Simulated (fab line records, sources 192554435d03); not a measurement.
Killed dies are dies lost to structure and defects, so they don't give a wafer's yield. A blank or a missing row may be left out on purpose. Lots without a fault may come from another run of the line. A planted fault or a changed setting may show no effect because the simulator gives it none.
fab line records | flow n5_finfet
record lots=24 wafers=72 last_day=18
route steps=1938 shown BEOL_M3@980 BEOL_M4@1044
lots that met no fault: from a run of the same line without faults
start_h: hours from the record's first day to the start of the lot's first wafer shown | wait_h: hours since the lot's step before | " the same as in the row above | L1.1+2: a row that stands for several wafers | - no value, or no start given | * or withheld: withheld | < > ~ a bound
route shown NAME@n: a module of which the file shows steps, and the number in the route of the first | usual: mean/standard deviation of fault-free wafers | same: alike in all rows | chamber/n: place in a boat | sites: the reading at each site | _std_site: their standard deviation | _edge_site: outer sites' mean less inner sites' | radius_mm: how far each site lies from the wafer's centre | mask NAME#n: copy n | behind: the tool/chamber that last shaped the wafer | hold: why the lot was held/for how many hours/how that ended | device: the transistor (n, p or np) that didn't switch | end of line: the same wafers' tests at the end of the route | a step without rows: its recipe alone | killed: dies lost to structure and defects at the first sort, not the wafer's yield | map: a wafer's dies, x killed, . not, _ none there
set.NAME: the setting as run; set.NAME@STEP: as run at that earlier step | model.NAME: the simulator's own value behind a step, which no gauge read
steps of the route over a sample of lots; a table a step, a row a wafer
services: from which hour (start_h, from the record's first day; less than 0 if before it) a tool's chamber was out of use, for how many hours, and why
## steps
# step N5_BEOL_M3_TRENCH_ETCH_37
# recipe chemistry=C4F6/O2 target_depth_a=555.55 target=SiOC time_s=29.2 ion_energy_ev=250 pressure_mtorr=30 source_w=355 bias_w=185 Ar_flow_sccm=300 C4F6_flow_sccm=10 O2_flow_sccm=10
# usual drypump_motor_current_A=5.6/0.52 oes_product_au=0.78/0.089 rf_vpp_V=667/10 showerhead_plenum_p_Torr=2.89/0.12 throttle_valve_pct=20.89/0.25
# columns lot.wafer tool chamber start_h wait_h drypump_motor_current_A oes_product_au rf_hours_counter_h rf_vpp_V showerhead_plenum_p_Torr throttle_valve_pct
L074.2 rie_diel-02 3 - - 5.5 0.76 140 664 2.96 21.02
L074.3 " 1 " " 5.7 0.69 239 657 2.67 21.19
L074.4 " 0 " " 5.2 0.75 - 656 2.95 21.12
L075.2 rie_diel-02 3 - - 5.5 0.74 142 664 2.96 21.02
L075.4 " 0 " " 5.2 0.75 - 657 2.94 21.15
L075.5 " 3 " " 5.5 0.76 - 665 2.96 21.03
L076.1 rie_diel-02 0 - - 5.1 0.73 148 655 2.94 21.12
L076.3 " 3 " " 5.5 0.75 144 663 2.96 21.02
L076.4 " 1 " " 5.6 0.69 - 656 2.67 21.21
L077.1 rie_diel-05 2 - - 5.0 0.73 186 665 2.96 21.38
L077.4 " 2 " " 5.0 0.73 - 665 2.96 21.37
L077.6 " 3 " " 5.6 0.74 - 672 2.97 20.69
L078.1 rie_diel-02 3 - - 5.5 0.75 147 664 2.95 21.03
L078.3 " 0 " " 5.2 0.73 150 656 2.94 21.15
L078.6 " 3 " " 5.5 0.75 - 664 2.96 21.02
L079.1 rie_diel-06 1 - - 6.6 0.87 34 669 3.00 20.45
L079.3 " 2 " " 5.9 0.67 239 655 2.79 21.04
L079.5 " 0 " " 5.1 0.74 - 665 2.72 20.84
L080.1 rie_diel-05 1 - - 5.7 0.86 49 680 2.87 20.75
L080.2 " 2 " " 5.0 0.73 192 665 2.96 21.37
L080.4 " 0 " " 6.1 0.73 220 666 2.69 20.98
L081.1 rie_diel-06 2 - - 5.9 0.67 245 653 2.78 21.04
L081.2 " 0 " " 5.1 0.74 158 666 2.72 20.85
L081.3 " 1 " " 6.6 0.87 40 669 3.00 20.46
L082.1 rie_diel-02 0 - - 5.2 0.73 163 656 2.94 21.17
L082.2 " 2 " " 5.0 0.95 13 689 3.05 20.66
L082.6 " 2 " " 5.0 0.95 - 689 3.05 20.66
L083.1 rie_diel-05 3 - - 5.6 0.72 176 671 2.96 20.70
L083.2 " 1 " " 5.7 0.85 59 681 2.86 20.78
L083.4 " 0 " " 6.1 0.72 229 667 2.68 20.98
L084.1 rie_diel-02 0 - - 5.2 0.72 170 655 2.93 21.19
L084.3 " 1 " " 5.6 0.98 13 667 2.99 20.93
L084.6 " 1 " " 5.6 0.97 - 668 2.99 20.94
L085.2 rie_diel-05 2 - - 5.0 0.72 205 667 2.95 21.42
L085.3 " 3 " " 5.6 0.73 178 672 2.96 20.71
L085.6 " 3 " " 5.6 0.72 - 671 2.96 20.73
L086.2 rie_diel-06 1 - - 6.6 0.85 52 670 2.99 20.48
L086.3 " 3 " " 6.5 0.72 170 681 2.94 20.64
L086.4 " 0 " " 5.2 0.72 170 664 2.72 20.87
L088.1 rie_diel-06 3 - - 6.5 0.73 170 683 2.94 20.62
L088.2 " 0 " " 5.2 0.72 171 664 2.72 20.89
L088.5 " 1 " " 6.6 0.84 - 670 2.99 20.47
L087.2 rie_diel-06 3 - - 6.4 0.73 170 683 2.94 20.65
L087.4 " 2 " " 5.9 0.97 2 652 2.78 20.67
L087.6 " 0 " " 5.2 0.73 - 664 2.72 20.86
L089.1 rie_diel-06 2 - - 5.9 0.93 4 652 2.78 20.67
L089.5 " 3 " " 6.5 0.72 - 683 2.93 20.63
L089.6 " 2 " " 5.9 0.94 - 655 2.78 20.67
L090.1 rie_diel-02 1 - - 5.6 0.95 18 666 2.99 20.92
L090.3 " 0 " " 5.2 0.71 175 656 2.93 21.17
L090.5 " 3 " " 5.5 0.73 - 663 2.94 21.06
L091.2 rie_diel-05 2 - - 5.0 0.71 215 666 2.95 21.42
L091.3 " 3 " " 5.6 0.72 188 673 2.95 20.72
L091.4 " 1 " " 5.7 0.84 71 679 2.86 20.78
L092.1 rie_diel-02 0 - - 5.2 0.71 182 656 2.93 21.20
L092.2 " 3 " " 5.6 0.72 176 663 2.94 21.08
L092.5 " 1 " " 5.7 0.93 - 669 2.99 20.94
L094.2 rie_diel-06 2 - - 5.9 0.92 13 654 2.78 20.70
L094.5 " 2 " " 5.9 0.91 - 653 2.78 20.70
L094.6 " 3 " " 6.5 0.71 - 682 2.93 20.65
L093.2 rie_diel-06 2 - - 5.9 0.91 14 653 2.78 20.69
L093.4 " 3 " " 6.5 0.72 184 681 2.93 20.67
L093.6 " 0 " " 5.1 0.72 - 665 2.71 20.88
L095.1 rie_diel-02 1 - - 5.6 0.92 30 667 2.99 20.95
L095.3 " 0 " " 5.2 0.71 187 656 2.92 21.19
L095.4 " 2 " " 5.0 0.91 31 690 3.04 20.68
L096.1 rie_diel-02 0 - - 5.2 0.71 188 655 2.92 21.21
L096.2 " 1 " " 5.6 0.92 31 667 2.98 20.95
L096.3 " 3 " " 5.5 0.72 181 663 2.94 21.08
L097.1 rie_diel-06 2 - - 5.9 0.90 19 654 2.77 20.70
L097.4 " 1 " " 6.6 0.82 69 669 2.98 20.51
L097.5 " 3 " " 6.5 0.70 - 682 2.93 20.66
# step N5_BEOL_M3_SPUTTER_90
# recipe material=Cu target_thk_a=45 temp_c=-20 chamber_pressure_pa=0.07 power_w=withheld time_s=8.29
# usual chamber_pressure_pa=0.07/0.00014 throttle_valve_pct=30.1/1.4
# columns lot.wafer tool chamber start_h wait_h chamber_pressure_pa throttle_valve_pct
L074.2 pvd_sputter-03 - 144.10 0.1 0.07009 30.4
L074.3 " - " " 0.06996 32.4
L074.4 " - " " 0.06997 28.6
L075.2 pvd_sputter-03 - 155.48 0.1 0.06996 32.4
L075.4 " - " " 0.07016 32.4
L075.5 " - " " 0.07 30.3
L076.1 pvd_sputter-03 - 162.61 0.1 0.06984 30.3
L076.3 " - " " 0.07005 32.4
L076.4 " - " " 0.06974 30.4
L077.1 pvd_sputter-02 - 164.30 0.1 0.06964 31.6
L077.4 " - " " 0.0701 27.8
L077.6 " - " " 0.07002 30.0
L078.1 pvd_sputter-02 - 166.42 0.1 0.07014 27.8
L078.3 " - " " 0.06994 29.9
L078.6 " - " " 0.06994 30.6
L079.1 pvd_sputter-03 - 173.66 0.1 0.06991 32.5
L079.3 " - " " 0.06974 29.5
L079.5 " - " " 0.06981 29.9
L080.1 pvd_sputter-02 - 180.76 0.1 0.07028 30.0
L080.2 " - " " 0.07014 31.2
L080.4 " - " " 0.06997 27.8
L081.1 pvd_sputter-02 - 196.10 0.1 0.0699 29.9
L081.2 " - " " 0.07008 31.1
L081.3 " - " " 0.07008 31.6
L082.1 pvd_sputter-02 - 209.80 0.1 0.06994 30.0
L082.2 " - " " 0.07012 31.3
L082.6 " - " " 0.07005 31.4
L083.1 pvd_sputter-03 - 220.53 0.1 0.06988 28.4
L083.2 " - " " 0.07011 30.1
L083.4 " - " " 0.06978 29.7
L084.1 pvd_sputter-03 - 226.17 0.1 0.0701 28.3
L084.3 " - " " 0.07018 30.2
L084.6 " - " " 0.07016 30.2
L085.2 pvd_sputter-03 - 228.01 0.1 0.06981 32.5
L085.3 " - " " 0.06987 29.6
L085.6 " - " " 0.06999 30.4
L086.2 pvd_sputter-02 - 230.86 0.1 0.06998 27.9
L086.3 " - " " 0.06976 29.9
L086.4 " - " " 0.07006 31.1
L088.1 pvd_sputter-01 - 233.94 0.1 0.07018 28.9
L088.2 " - " " 0.07021 31.5
L088.5 " - " " 0.07006 30.0
L087.2 pvd_sputter-03 - 234.01 0.1 0.07017 29.8
L087.4 " - " " 0.07006 30.3
L087.6 " - " " 0.07012 30.3
L089.1 pvd_sputter-02 - 240.43 0.1 0.07001 27.9
L089.5 " - " " 0.06998 27.8
L089.6 " - " " 0.07 30.9
L090.1 pvd_sputter-01 - 241.18 0.1 0.07004 30.0
L090.3 " - " " 0.0697 30.9
L090.5 " - " " 0.07008 28.9
L091.2 pvd_sputter-01 - 266.42 0.1 0.07014 31.2
L091.3 " - " " 0.07013 31.3
L091.4 " - " " 0.06984 29.2
L092.1 pvd_sputter-02 - 270.48 0.1 0.07011 29.9
L092.2 " - " " 0.07016 31.2
L092.5 " - " " 0.07027 28.1
L094.2 pvd_sputter-02 - 272.32 0.1 0.07017 27.6
L094.5 " - " " 0.06994 31.2
L094.6 " - " " 0.06977 31.0
L093.2 pvd_sputter-01 - 274.38 0.1 0.07 31.4
L093.4 " - " " 0.07009 29.1
L093.6 " - " " 0.06992 28.9
L095.1 pvd_sputter-02 - 286.74 0.1 0.07014 27.8
L095.3 " - " " 0.07012 31.2
L095.4 " - " " 0.07009 31.5
L096.1 pvd_sputter-01 - 291.28 0.1 0.06989 29.2
L096.2 " - " " 0.06992 31.7
L096.3 " - " " 0.06988 31.5
L097.1 pvd_sputter-02 - 291.42 0.1 0.07006 30.0
L097.4 " - " " 0.06977 31.5
L097.5 " - " " 0.06985 29.9
# step N5_BEOL_M3_ANNEAL_93
# recipe temp_c=400 time_s=240 ambient=vacuum
# usual heater_power_w=855/84
# columns lot.wafer tool chamber start_h wait_h heater_power_w
L074.2 pvd_sputter-03 - 144.40 0.0 814
L074.3 " - " " 1003
L074.4 " - " " 959
L075.2 pvd_sputter-03 - 155.78 0.0 1012
L075.4 " - " " 1030
L075.5 " - " " 818
L076.1 pvd_sputter-03 - 162.91 0.0 816
L076.3 " - " " 1000
L076.4 " - " " 793
L077.1 pvd_sputter-02 - 164.60 0.0 778
L077.4 " - " " 851
L077.6 " - " " 907
L078.1 pvd_sputter-02 - 166.72 0.0 856
L078.3 " - " " 916
L078.6 " - " " 771
L079.1 pvd_sputter-03 - 173.96 0.0 1021
L079.3 " - " " 854
L079.5 " - " " 859
L080.1 pvd_sputter-02 - 181.06 0.0 899
L080.2 " - " " 768
L080.4 " - " " 842
L081.1 pvd_sputter-02 - 196.40 0.0 920
L081.2 " - " " 780
L081.3 " - " " 782
L082.1 pvd_sputter-02 - 210.10 0.0 928
L082.2 " - " " 767
L082.6 " - " " 771
L083.1 pvd_sputter-03 - 220.83 0.0 944
L083.2 " - " " 821
L083.4 " - " " 884
L084.1 pvd_sputter-03 - 226.47 0.0 949
L084.3 " - " " 809
L084.6 " - " " 806
L085.2 pvd_sputter-03 - 228.31 0.0 977
L085.3 " - " " 871
L085.6 " - " " 814
L086.2 pvd_sputter-02 - 231.16 0.0 841
L086.3 " - " " 910
L086.4 " - " " 763
L088.1 pvd_sputter-01 - 234.24 0.0 764
L088.2 " - " " 719
L088.5 " - " " 927
L087.2 pvd_sputter-03 - 234.31 0.0 887
L087.4 " - " " 818
L087.6 " - " " 817
L089.1 pvd_sputter-02 - 240.73 0.0 850
L089.5 " - " " 839
L089.6 " - " " 791
L090.1 pvd_sputter-01 - 241.48 0.0 904
L090.3 " - " " 718
L090.5 " - " " 747
L091.2 pvd_sputter-01 - 266.72 0.0 841
L091.3 " - " " 736
L091.4 " - " " 740
L092.1 pvd_sputter-02 - 270.78 0.0 910
L092.2 " - " " 756
L092.5 " - " " 830
L094.2 pvd_sputter-02 - 272.62 0.0 828
L094.5 " - " " 791
L094.6 " - " " 784
L093.2 pvd_sputter-01 - 274.68 0.0 843
L093.4 " - " " 712
L093.6 " - " " 750
L095.1 pvd_sputter-02 - 287.04 0.0 853
L095.3 " - " " 753
L095.4 " - " " 777
L096.1 pvd_sputter-01 - 291.58 0.0 731
L096.2 " - " " 851
L096.3 " - " " 725
L097.1 pvd_sputter-02 - 291.72 0.0 885
L097.4 " - " " 781
L097.5 " - " " 903
# step N5_BEOL_M3_CMP_52
# recipe stop_on=SiOC t_overpolish_s=6.8 down_force_psi=1 platen_rpm=50 clearing_platen_down_force_psi=1.5 clearing_platen_rpm=50 post_cmp_clean=cu_alkaline target_thk_nm=40 clearing_platen_pad_velocity_m_s=0.99484 pad_velocity_m_s=0.99484
# usual barrier_field_endpoint_s=24.7/0.62 edge_zone_pressure_frac=1.000/0.0048 motor_current_A=5.9/0.45 overpolish_run_s=6.799/0.0088 slurry_flow_ml_min=150.0/0.44 time_to_endpoint_s=62/3.2
# columns lot.wafer tool chamber start_h wait_h barrier_field_endpoint_s edge_zone_pressure_frac motor_current_A overpolish_run_s slurry_flow_ml_min time_to_endpoint_s
L074.2 cmp-03 2 145.27 0.2 24.6 1.001 6.7 6.802 150.1 63
L074.4 " 3 " " 25.0 1.007 6.2 6.808 150.1 61
L074.3 " 1 " " 24.4 1.003 6.5 6.803 149.6 60
L075.2 cmp-04 0 156.63 0.2 24.0 0.995 5.9 6.788 150.3 60
L075.4 " 3 " " 24.2 0.998 5.5 6.796 150.1 58
L075.5 " 1 " " 25.1 0.999 6.7 6.806 149.9 63
L076.1 cmp-01 1 164.02 0.4 24.3 1.006 5.7 6.811 150.1 62
L076.3 " 2 " " 24.6 0.997 5.7 6.805 150.4 65
L076.4 " 0 " " 24.3 0.994 5.5 6.780 149.7 58
L077.4 cmp-04 3 165.46 0.1 24.1 1.003 5.8 6.780 149.7 62
L077.1 " 0 " " 25.3 0.993 5.8 6.807 149.6 66
L077.6 " 0 " " 24.7 0.999 5.8 6.814 150.3 63
L078.3 cmp-04 0 167.59 0.2 24.8 1.001 6.0 6.789 149.7 63
L078.1 " 3 " " 24.6 1.002 5.8 6.802 150.0 60
L078.6 " 0 " " 25.8 0.992 6.0 6.794 150.8 65
L079.3 cmp-01 0 174.85 0.2 24.0 0.997 5.5 6.791 149.9 58
L079.1 " 1 " " 24.8 0.998 5.5 6.816 150.3 61
L079.5 " 3 " " 25.0 1.012 6.7 6.789 149.4 60
L080.4 cmp-01 0 181.92 0.1 24.4 0.994 5.5 6.805 149.7 58
L080.1 " 1 " " 24.0 0.998 5.5 6.803 149.6 59
L080.2 " 3 " " 24.2 0.993 6.2 6.794 149.6 58
L081.2 cmp-04 2 197.26 0.2 24.2 0.999 5.6 6.795 149.6 59
L081.3 " 3 " " 24.1 1.000 5.4 6.815 150.4 58
L081.1 " 1 " " 25.1 0.998 6.7 6.800 150.3 62
L082.1 cmp-03 2 210.95 0.3 24.2 1.001 6.2 6.789 150.3 64
L082.2 " 3 " " 25.0 0.997 6.5 6.778 150.1 64
L082.6 " 3 " " 25.2 1.003 6.2 6.811 150.3 62
L083.1 cmp-03 1 221.69 0.3 23.8 1.006 6.8 6.809 150.5 58
L083.4 " 2 " " 24.8 0.997 6.3 6.820 149.5 63
L083.2 " 0 " " 24.3 1.002 5.6 6.797 149.7 62
L084.1 cmp-03 2 227.36 0.3 25.0 1.000 6.2 6.794 149.8 63
L084.3 " 0 " " 24.4 0.998 5.2 6.803 148.9 61
L084.6 " 1 " " 24.2 0.999 6.8 6.783 150.3 57
L085.3 cmp-03 2 229.24 0.2 24.9 1.000 6.1 6.803 150.2 61
L085.2 " 3 " " 25.1 0.998 6.2 6.800 149.5 62
L085.6 " 3 " " 24.5 0.999 6.3 6.808 150.1 62
L086.2 cmp-01 1 232.07 0.2 25.3 0.998 5.8 6.807 150.3 63
L086.4 " 2 " " 26.2 0.999 6.0 6.807 150.4 66
L086.3 " 0 " " 24.0 0.991 5.6 6.804 149.6 59
L088.1 cmp-03 0 235.17 0.3 24.6 1.004 5.2 6.798 150.1 59
L088.2 " 1 " " 24.5 0.995 6.4 6.802 149.6 56
L088.5 " 3 " " 24.4 1.000 6.1 6.809 148.6 57
L087.4 cmp-04 1 235.44 0.2 23.7 1.005 7.0 6.804 150.3 63
L087.2 " 2 " " 23.4 1.002 5.6 6.803 149.7 55
L087.6 " 1 " " 24.7 0.999 6.6 6.790 150.5 63
L089.1 cmp-01 0 241.70 0.4 24.3 0.992 5.5 6.806 150.6 63
L089.5 " 1 " " 24.8 0.999 5.9 6.798 150.4 60
L089.6 " 2 " " 25.5 0.987 5.6 6.798 149.5 69
L090.3 cmp-04 1 242.37 0.2 25.6 1.003 6.2 6.786 149.4 66
L090.1 " 3 " " 24.7 1.007 5.5 6.804 150.1 60
L090.5 " 0 " " 25.6 0.995 6.1 6.790 150.4 64
L091.2 cmp-04 3 267.57 0.2 23.3 0.998 5.5 6.811 149.9 58
L091.3 " 1 " " 25.0 1.006 6.9 6.809 149.7 65
L091.4 " 2 " " 23.9 0.996 5.7 6.799 150.0 57
L092.2 cmp-01 1 271.80 0.4 23.3 0.996 5.6 6.786 149.2 58
L092.1 " 3 " " 24.5 0.993 6.0 6.805 150.3 62
L092.5 " 1 " " 24.4 0.997 5.5 6.789 150.1 59
L094.2 cmp-01 0 273.49 0.2 24.8 0.996 5.6 6.803 149.6 63
L094.6 " 0 " " 24.3 1.005 5.6 6.788 150.2 57
L094.5 " 1 " " 24.3 1.001 5.6 6.798 149.8 62
L093.4 cmp-01 1 275.53 0.1 24.7 1.003 5.7 6.795 149.6 64
L093.2 " 2 " " 25.6 1.007 5.8 6.814 150.3 66
L093.6 " 1 " " 25.3 0.996 5.6 6.795 149.8 62
L095.4 cmp-03 2 287.93 0.2 25.3 1.006 6.3 6.787 149.8 68
L095.3 " 3 " " 25.1 0.998 6.0 6.811 149.7 67
L095.1 " 0 " " 25.1 1.008 5.5 6.801 150.5 64
L096.3 cmp-01 2 292.43 0.2 25.2 1.006 5.8 6.792 149.7 68
L096.2 " 3 " " 24.3 1.004 6.3 6.790 150.6 63
L096.1 " 0 " " 25.5 1.000 5.6 6.805 150.3 64
L097.4 cmp-03 3 292.58 0.1 24.7 0.995 6.2 6.798 149.8 65
L097.1 " 1 " " 24.0 1.001 6.5 6.796 150.3 60
L097.5 " 0 " " 25.0 0.999 5.3 6.792 149.6 64
# step N5_BEOL_M3_THK_MEAS_53
# recipe thk_meas_gauge=xrf reads=Cu_of_BEOL_M3_ECD_50
# usual M3_THK=41.1/1.7
# columns lot.wafer tool chamber start_h wait_h M3_THK[nm]
L074.2 film_metro-01 - 145.57 - 41.2
L074.3 " - " " 39.9
L074.4 " - " " 43.1
L075.2 film_metro-01 - 156.93 - 38.8
L075.4 " - " " 40.9
L075.5 " - " " 42.6
L076.1 film_metro-02 - 164.31 - 40.2
L076.3 " - " " 40.6
L076.4 " - " " 40.8
L077.1 film_metro-02 - 165.76 - 39.5
L077.4 " - " " 42.5
L077.6 " - " " 42.3
L078.1 film_metro-02 - 167.88 - 39.7
L078.3 " - " " 41.0
L078.6 " - " " 41.3
L079.1 film_metro-01 - 175.11 - 39.3
L079.3 " - " " 41.4
L079.5 " - " " 40.8
L080.1 film_metro-02 - 182.21 - 38.3
L080.2 " - " " 41.4
L080.4 " - " " 39.7
L081.1 film_metro-02 - 197.55 - 41.4
L081.2 " - " " 37.3
L081.3 " - " " 38.9
L082.1 film_metro-02 - 211.25 - 42.8
L082.2 " - " " 43.1
L082.6 " - " " 43.5
L083.1 film_metro-02 - 221.98 - 41.0
L083.2 " - " " 40.9
L083.4 " - " " 43.5
L084.1 film_metro-01 - 227.62 - 41.5
L084.3 " - " " 40.0
L084.6 " - " " 41.0
L085.2 film_metro-02 - 229.54 - 41.2
L085.3 " - " " 41.2
L085.6 " - " " 39.5
L086.2 film_metro-02 - 232.36 - 39.8
L086.3 " - " " 40.6
L086.4 " - " " 42.8
L088.1 film_metro-02 - 235.39 - 41.1
L088.2 " - " " 37.2
L088.5 " - " " 41.2
L087.2 film_metro-01 - 235.69 - 37.3
L087.4 " - " " 42.7
L087.6 " - " " 41.0
L089.1 film_metro-01 - 241.88 - 36.7
L089.5 " - " " 40.8
L089.6 " - " " 40.3
L090.1 film_metro-02 - 242.63 - 38.1
L090.3 " - " " 41.2
L090.5 " - " " 41.2
L091.2 film_metro-01 - 267.87 - 38.3
L091.3 " - " " 40.1
L091.4 " - " " 39.1
L092.1 film_metro-02 - 272.10 - 38.8
L092.2 " - " " 37.9
L092.5 " - " " 40.9
L094.2 film_metro-02 - 273.78 - 40.7
L094.5 " - " " 41.4
L094.6 " - " " 42.5
L093.2 film_metro-01 - 275.83 - 41.9
L093.4 " - " " 41.2
L093.6 " - " " 39.8
L095.1 film_metro-02 - 288.18 - 41.5
L095.3 " - " " 42.9
L095.4 " - " " 45.4
L096.1 film_metro-01 - 292.72 - 41.8
L096.2 " - " " 40.2
L096.3 " - " " 44.3
L097.1 film_metro-02 - 292.87 - 41.4
L097.4 " - " " 43.9
L097.5 " - " " 44.9
# step N5_BEOL_M4_HM_OPEN_17
# recipe chemistry=Cl2/BCl3 target_depth_a=200 overetch_a=60 target=TiN mask_material=SOC ion_energy_ev=150 pressure_mtorr=10 icp_w=1000 bias_w=126 Cl2_flow_sccm=53.25 bcl3_flow_sccm=21.75 Ar_flow_sccm=25
# usual drypump_motor_current_A=5.6/0.45 oes_product_au=0.73/0.056 throttle_valve_pct=22.14/0.17
# columns lot.wafer tool chamber start_h wait_h drypump_motor_current_A oes_product_au rf_hours_counter_h throttle_valve_pct
L074.2 rie_metal-02 1 147.65 0.0 6.2 0.79 4 22.46
L074.3 " 1 " " 6.2 0.78 - 22.47
L074.4 " 0 " " 6.0 0.76 - 22.29
L075.2 rie_metal-01 1 158.88 0.0 6.1 0.66 39 22.14
L075.4 " 0 " " 5.3 0.81 - 22.11
L075.5 " 1 " " 6.1 0.66 - 22.14
L076.1 rie_metal-03 0 167.16 0.0 5.4 0.77 7 21.85
L076.3 " 0 " " 5.4 0.77 - 21.85
L076.4 " 1 " " 5.0 0.81 - 22.08
L077.1 rie_metal-03 1 168.45 0.0 4.9 0.81 2 22.07
L077.4 " 0 " " 5.4 0.78 - 21.84
L077.6 " 1 " " 5.0 0.79 - 22.09
L078.1 rie_metal-01 1 169.76 0.0 6.1 0.64 39 22.18
L078.3 " 0 " " 5.3 0.80 - 22.13
L078.6 " 1 " " 6.0 0.64 - 22.18
L079.1 rie_metal-01 1 178.39 0.0 6.1 0.65 40 22.15
L079.3 " 0 " " 5.3 0.81 - 22.13
L079.5 " 0 " " 5.3 0.82 - 22.10
L080.1 rie_metal-01 0 185.25 0.0 5.3 0.81 3 22.12
L080.2 " 1 " " 6.0 0.65 40 22.16
L080.4 " 1 " " 6.0 0.65 - 22.15
L081.1 rie_metal-03 0 199.55 0.0 5.4 0.76 10 21.85
L081.2 " 1 " " 4.9 0.77 5 22.10
L081.3 " 0 " " 5.4 0.75 - 21.86
L082.1 rie_metal-01 0 213.30 0.0 5.3 0.79 5 22.12
L082.2 " 1 " " 6.1 0.65 42 22.15
L082.6 " 0 " " 5.3 0.79 - 22.14
L083.1 rie_metal-01 1 224.55 0.0 6.0 0.63 42 22.16
L083.2 " 0 " " 5.3 0.78 6 22.13
L083.4 " 0 " " 5.3 0.79 - 22.12
L084.1 rie_metal-03 0 229.55 0.0 5.4 0.74 13 21.86
L084.3 " 1 " " 4.9 0.75 - 22.10
L084.6 " 1 " " 4.9 0.76 - 22.09
L085.2 rie_metal-02 1 232.45 0.0 6.2 0.75 11 22.47
L085.3 " 0 " " 6.1 0.74 - 22.26
L085.6 " 0 " " 6.0 0.74 - 22.27
L086.2 rie_metal-01 0 236.18 0.0 5.3 0.78 7 22.13
L086.3 " 1 " " 6.1 0.64 - 22.17
L086.4 " 0 " " 5.3 0.77 - 22.14
L088.1 rie_metal-01 1 237.39 0.0 6.1 0.64 44 22.17
L088.2 " 0 " " 5.3 0.78 7 22.12
L088.5 " 1 " " 6.0 0.63 - 22.16
L087.2 rie_metal-02 0 237.54 0.0 6.1 0.73 16 22.29
L087.4 " 1 " " 6.2 0.73 - 22.47
L087.6 " 1 " " 6.2 0.75 - 22.46
L089.1 rie_metal-03 1 244.56 0.0 4.9 0.74 10 22.10
L089.5 " 0 " " 5.4 0.73 - 21.89
L089.6 " 1 " " 4.9 0.75 - 22.09
L090.1 rie_metal-01 0 244.77 0.0 5.3 0.78 7 22.12
L090.3 " 0 " " 5.3 0.77 - 22.15
L090.5 " 1 " " 6.1 0.64 - 22.16
L091.2 rie_metal-01 1 269.71 0.0 6.0 0.64 46 22.15
L091.3 " 0 " " 5.3 0.75 - 22.15
L091.4 " 1 " " 6.1 0.63 - 22.17
L092.1 rie_metal-03 0 273.83 0.0 5.4 0.74 17 21.85
L092.2 " 1 " " 4.9 0.74 12 22.11
L092.5 " 0 " " 5.5 0.74 - 21.86
L094.2 rie_metal-03 1 276.38 0.0 4.9 0.73 13 22.12
L094.5 " 0 " " 5.4 0.73 - 21.85
L094.6 " 1 " " 4.9 0.72 - 22.13
L093.2 rie_metal-02 0 277.09 0.0 6.0 0.72 21 22.31
L093.4 " 0 " " 6.0 0.71 - 22.30
L093.6 " 0 " " 6.0 0.72 - 22.31
L095.1 rie_metal-01 0 290.50 0.0 5.3 0.76 11 22.15
L095.3 " 1 " " 6.0 0.63 - 22.18
L095.4 " 0 " " 5.3 0.76 - 22.13
L096.1 rie_metal-02 0 294.39 0.0 6.1 0.71 23 22.30
L096.2 " 1 " " 6.2 0.72 16 22.48
L096.3 " 0 " " 6.0 0.71 - 22.30
L097.1 rie_metal-03 1 294.55 0.0 4.9 0.72 14 22.11
L097.4 " 0 " " 5.4 0.72 - 21.88
L097.5 " 1 " " 4.9 0.72 - 22.13
## services
# columns tool chamber start_h hours kind
rie_diel-02 2 118.32 7.8 repair
rie_metal-01 0 118.70 - clean
rie_metal-01 0 118.70 27.3 scheduled_down
rie_metal-01 0 118.70 27.3 vent_cycle
cmp-01 - 122.54 4.0 pm
rie_diel-02 2 131.09 - clean
cmp-03 - 134.93 0.7 repair
rie_diel-02 3 144.57 4.2 repair
rie_diel-02 - 154.97 0.8 repair
rie_diel-05 0 160.21 8.9 repair
rie_metal-03 - 186.42 2.8 pm
rie_metal-01 - 189.92 0.2 repair
cmp-04 - 206.72 4.0 pm
rie_diel-02 2 209.65 5.9 repair
cmp-04 - 211.32 2.4 repair
rie_diel-06 - 213.63 0.3 repair
cmp-03 - 218.25 0.6 repair
cmp-04 - 220.99 1.0 repair
cmp-01 - 232.31 3.4 repair
cmp-03 - 235.84 10.2 pm
rie_metal-02 1 238.10 16.0 repair
cmp-04 - 253.81 7.0 pm
cmp-03 - 261.17 4.2 repair
rie_diel-06 2 290.72 8.7 repair
## key
fault none
